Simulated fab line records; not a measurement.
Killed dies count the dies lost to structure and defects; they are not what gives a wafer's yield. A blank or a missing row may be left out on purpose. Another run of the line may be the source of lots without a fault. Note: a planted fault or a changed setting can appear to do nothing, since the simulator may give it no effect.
Which tool was responsible?    flow nand-harc    10 lots with 30 wafers sampled at 6 steps, on a route of 1302 steps

== WHAT THE GAUGES READ, wafer by wafer ==
NHARC_THIN_TSV_CD_MEAS_16. Usual: cd-nm at 1000.1 nm, with a standard deviation of 1.3.
lot   measured      on         cd-nm (nm)            flag
L315  day 23 20:40  cd-sem-01  1000.2 999.0 999.6    
L318  day 25 06:49  cd-sem-02  999.9 1000.5 1000.4   
L321  day 25 14:46  cd-sem-02  999.1 1000.2 1000.9   
L322  day 26 15:25  cd-sem-01  1001.2 998.6 1000.4   
L324  day 27 06:36  cd-sem-03  999.1 1001.1 1000.0   
L325  day 28 02:38  cd-sem-02  999.2 1001.7 999.5    
L326  day 28 03:57  cd-sem-02  999.9 999.2 999.7     
L329  day 29 19:55  cd-sem-02  999.2 1000.6 999.7    
L332  day 31 05:52  cd-sem-01  1000.3 998.9 1000.4   
L335  day 32 04:02  cd-sem-02  1001.9 1001.5 1000.3  

NHARC_THIN_TSV_CD_MEAS_37. Usual: cd-nm at 4999.9 nm, with a standard deviation of 2.3.
lot   measured      on         cd-nm (nm)            flag
L315  day 24 03:04  cd-sem-02  4998.9 4999.1 4999.1  
L318  day 25 13:12  cd-sem-02  5001.7 5001.3 5002.1  
L321  day 25 21:38  cd-sem-03  4997.9 4998.4 5001.2  
L322  day 26 21:45  cd-sem-03  5000.3 4998.8 4999.4  
L324  day 27 12:51  cd-sem-01  4997.3 5001.3 5000.5  
L325  day 28 09:00  cd-sem-03  4995.8 4997.1 4997.3  
L326  day 28 10:21  cd-sem-03  4997.2 4999.3 4999.9  
L329  day 30 02:38  cd-sem-02  5000.6 5002.0 5001.8  
L332  day 31 12:10  cd-sem-03  5000.0 4995.6 4976.3  OFF
L335  day 32 10:36  cd-sem-02  4999.6 5000.2 4977.0  OFF

NHARC_END_SORT_01. Usual: defect-limited-yield 91.7 %, standard deviation 2.8; killed-at-array 52, standard deviation 19; killed-at-other 0.8, standard deviation 1; killed-at-periphery 3.7, standard deviation 2.5; killed-dies 56, standard deviation 19; killed-open 3.5, standard deviation 2; killed-short 2.2, standard deviation 1.4; sort_bin_2_pct 2.9 %, standard deviation 1.2; sort_bin_3_pct 0.6 %, standard deviation 0.36; sort_bin_4_pct 4.8 %, standard deviation 1.6; sort-n-pass 621, standard deviation 19; sort-rim-yield-pct 92 %, standard deviation 3.9; sort-yield-pct 91.7 %, standard deviation 2.8.
lot   measured      on         defect-limited-yield (%)  killed-at-array  killed-at-other  killed-at-periphery  killed-dies  killed-open  killed-short  sort_bin_2_pct (%)  sort_bin_3_pct (%)  sort_bin_4_pct (%)  sort-n-pass  sort-rim-yield-pct (%)  sort-yield-pct (%)  flag
L324  day 28 00:28  prober-02  95.7                      28               0                1                    29           2            4             1.0                 0.3                 3.0                 648          99                      95.7                

== WHICH TOOL RAN EACH LOT (tool, then ch and the chambers of the sampled wafers, then the start) ==
lot   NHARC_A_BONDPAD_STRIP_15            NHARC_THIN_TSV_ETCH_15            NHARC_THIN_TSV_ETCH_59
L315  rie-diel-08 ch 2,3, day 23 05:31    rie-si-02 ch 0,1,3, day 23 20:34  rie-metal-01 ch 0,1, day 24 01:59
L318  rie-diel-07 ch 1,2,3, day 24 15:36  rie-si-05 ch 0,1,3, day 25 06:41  rie-metal-02 ch 0,1, day 25 12:04
L321  rie-diel-07 ch 0,1, day 24 21:51    rie-si-02 ch 1,2,3, day 25 14:37  rie-metal-02 ch 0, day 25 20:02
L322  rie-diel-08 ch 1,2,3, day 25 22:02  rie-si-05 ch 0,1,2, day 26 15:17  rie-metal-03 ch 0,1, day 26 20:36
L324  rie-diel-07 ch 0,1,2, day 26 15:04  rie-si-02 ch 0,1,2, day 27 06:29  rie-metal-01 ch 0,1, day 27 11:44
L325  rie-diel-07 ch 1,2, day 27 10:11    rie-si-02 ch 1,2,3, day 28 02:31  rie-metal-03 ch 0,1, day 28 07:53
L326  rie-diel-08 ch 1,2,3, day 27 10:59  rie-si-05 ch 0,1,3, day 28 03:49  rie-metal-03 ch 0,1, day 28 09:12
L329  rie-diel-08 ch 1,2, day 29 02:33    rie-si-05 ch 0,2,3, day 29 19:47  rie-metal-02 ch 0,1, day 30 01:10
L332  rie-diel-07 ch 0,2,3, day 30 14:34  rie-si-05 ch 0,3, day 31 05:42    rie-metal-03 ch 0,1, day 31 11:05
L335  rie-diel-07 ch 0,1, day 31 12:44    rie-si-04 ch 0,2,3, day 32 03:54  rie-metal-03 ch 0,1, day 32 09:26
- NHARC_A_BONDPAD_STRIP_15: strips in O2.
- NHARC_THIN_TSV_ETCH_15: target depth 3000 nm, bosch target overetch cycles 2, bosch etch step 2.8 s.
- NHARC_THIN_TSV_ETCH_59: etches the open film in Cl2/BCl3, target depth 880 nm, time 138.1 s.

== WHAT THE TOOLS THEMSELVES READ (means of the sampled wafers that have a number; where no wafer has one, the mark that the record gives instead) ==
NHARC_A_BONDPAD_STRIP_15. Usual: chamber-pressure-mTorr 60.00 mTorr, standard deviation 0.056; drypump-motor-current-A 5.9 A, standard deviation 0.49; oes-product-au 1.001 a.u., standard deviation 0.0073; rf-vpp-V 57.7 V, standard deviation 0.88; showerhead-plenum-p-Torr 3.54 Torr, standard deviation 0.13; throttle-valve-pct 17.036 %, standard deviation 0.0085.
lot   tool         chamber-pressure-mTorr (mTorr)  drypump-motor-current-A (A)  oes-product-au (a.u.)  rf-vpp-V (V)  showerhead-plenum-p-Torr (Torr)  throttle-valve-pct (%)  flag
L315  rie-diel-08  59.97                           5.7                          1.005                  58.4          3.69                             17.035                  
L318  rie-diel-07  59.97                           5.7                          1.011                  58.3          3.58                             17.037                  
L321  rie-diel-07  59.98                           6.0                          1.007                  57.7          3.49                             17.028                  
L322  rie-diel-08  60.06                           5.9                          0.999                  58.0          3.58                             17.037                  
L324  rie-diel-07  59.94                           5.7                          1.002                  57.8          3.54                             17.036                  
L325  rie-diel-07  60.06                           5.3                          0.998                  57.5          3.60                             17.026                  
L326  rie-diel-08  60.05                           5.8                          1.009                  56.6          3.58                             17.031                  
L329  rie-diel-08  60.05                           5.9                          1.007                  58.2          3.48                             17.044                  
L332  rie-diel-07  60.05                           5.9                          0.997                  58.0          3.46                             17.036                  
L335  rie-diel-07  59.95                           6.0                          1.002                  56.6          3.48                             17.037                  

NHARC_THIN_TSV_ETCH_15. Usual: drypump-motor-current-A 5.9 A, standard deviation 0.37; he-backside-leak-sccm 2.71 sccm, standard deviation 0.21.
lot   tool       drypump-motor-current-A (A)  he-backside-leak-sccm (sccm)  flag
L315  rie-si-02  6.1                          2.58                          
L318  rie-si-05  6.0                          2.66                          
L321  rie-si-02  6.0                          2.69                          
L322  rie-si-05  5.9                          2.69                          
L324  rie-si-02  5.8                          2.75                          
L325  rie-si-02  6.0                          2.61                          
L326  rie-si-05  6.1                          2.82                          
L329  rie-si-05  5.6                          2.68                          
L332  rie-si-05  5.8                          2.68                          
L335  rie-si-04  5.9                          2.59                          

NHARC_THIN_TSV_ETCH_59. Usual: chamber-pressure-mTorr 10.000 mTorr, standard deviation 0.0096; drypump-motor-current-A 5.2 A, standard deviation 0.42; he-backside-leak-sccm 3.37 sccm, standard deviation 0.29; oes-product-au 1.001 a.u., standard deviation 0.0072; throttle-valve-pct 22.263 %, standard deviation 0.0091.
lot   tool          chamber-pressure-mTorr (mTorr)  drypump-motor-current-A (A)  he-backside-leak-sccm (sccm)  oes-product-au (a.u.)  throttle-valve-pct (%)  flag
L315  rie-metal-01  10.001                          5.3                          3.40                          0.997                  22.268                  
L318  rie-metal-02  9.986                           5.6                          3.51                          1.004                  22.261                  
L321  rie-metal-02  10.000                          5.5                          3.50                          1.000                  22.265                  
L322  rie-metal-03  10.001                          4.8                          3.12                          1.014                  22.251                  
L324  rie-metal-01  9.997                           5.5                          3.30                          1.006                  22.268                  
L325  rie-metal-03  9.991                           4.9                          3.23                          0.998                  22.264                  
L326  rie-metal-03  9.997                           4.8                          3.14                          0.996                  22.266                  
L329  rie-metal-02  9.988                           5.8                          3.50                          1.004                  22.265                  
L332  rie-metal-03  10.000                          4.8                          3.17                          1.145                  22.270                  OFF
L335  rie-metal-03  10.005                          4.8                          3.18                          1.138                  22.270                  OFF

== THE ANSWER, worked out from the rows above alone ==
Rule: lot off if the mean of its wafers having a number is beyond 3 standard deviations from the usual mean. Also off: a lot with no number at a reading for which 4 or more lots have one. The other lots that the step has rows for count as sound. The gauges are gone through in route order, then the tools' own readings, and for those a lot's mean is taken as printed above. At the first step where some lot is off, the reading lying furthest off is the one used; lots without a number count as furthest.
Off: L332, L335 (NHARC_THIN_TSV_CD_MEAS_37, cd-nm).
A tool fits if, at a process step before that reading, it ran every lot that is off, and no sound lot after the first of them. Not tried: the gauges at NHARC_THIN_TSV_CD_MEAS_37; whatever is off there is also off at NHARC_THIN_TSV_ETCH_59, on other tools, and gauge error can't account for it. This does not decide it: 2 tools fit, namely rie-diel-07 at NHARC_A_BONDPAD_STRIP_15 and rie-metal-03 at NHARC_THIN_TSV_ETCH_59.

== WHAT THE SIMULATOR PUT IN ==
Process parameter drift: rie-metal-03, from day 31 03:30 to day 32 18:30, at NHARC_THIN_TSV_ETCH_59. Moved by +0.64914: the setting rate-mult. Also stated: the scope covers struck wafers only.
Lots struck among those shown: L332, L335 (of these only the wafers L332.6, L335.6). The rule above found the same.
